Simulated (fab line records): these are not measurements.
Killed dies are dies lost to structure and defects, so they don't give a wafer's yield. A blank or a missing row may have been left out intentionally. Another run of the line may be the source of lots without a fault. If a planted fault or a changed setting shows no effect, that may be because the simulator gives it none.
Which of the tools did it? / flow n5-finfet / 12 lots, 36 wafers sampled, at 1 step of a route of 1938

## WHAT EACH GAUGE READ, for each wafer
N5_DUMMY_GATE_INSPECT_17: inspects for defects (brightfield).
lot=L075; measured=day 3 06:47; on=defect-inspect-02; raw-defect-count=162 130 166
lot=L077; measured=day 3 16:54; on=defect-inspect-02; raw-defect-count=194 168 128
lot=L079; measured=day 4 06:28; on=defect-inspect-01; raw-defect-count=141 265 201
lot=L081; measured=day 4 16:20; on=defect-inspect-02; raw-defect-count=190 131 117
lot=L083; measured=day 5 03:51; on=defect-inspect-02; raw-defect-count=143 175 149
lot=L085; measured=day 5 20:41; on=defect-inspect-02; raw-defect-count=204 277 315
lot=L087; measured=day 6 06:26; on=defect-inspect-02; raw-defect-count=218 159 144
lot=L089; measured=day 6 15:20; on=defect-inspect-02; raw-defect-count=197 147 183
lot=L091; measured=day 7 03:26; on=defect-inspect-01; raw-defect-count=148 157 180
lot=L093; measured=day 7 16:32; on=defect-inspect-02; raw-defect-count=270 194 261
lot=L095; measured=day 8 06:26; on=defect-inspect-01; raw-defect-count=170 302 200
lot=L097; measured=day 8 18:10; on=defect-inspect-01; raw-defect-count=211 211 137

## EACH LOT AND THE TOOL THAT RAN IT (in order: tool; ch and the chambers of the sampled wafers; start)
Record: no process step prior to these readings.

## THE ANSWER, worked out from the rows above alone
Rule: the lots themselves supply what counts as usual. Put in order of their means at a reading, lots are off if they are a third of the lots or fewer, leave a main group of 4 or more, and stand apart from it by a gap of 3 or more times the standard deviation of the main group's means; of several such gaps the widest counts. A main group is skipped when, at the precision printed for the reading in the tables above, its means are all equal. A lot without any number at a reading at which 4 lots or more have one is off too. Any other lot the step has rows for is counted as sound.
None of the lots is off at any reading shown; this tells nothing.

## WHAT THE SIMULATOR PUT IN
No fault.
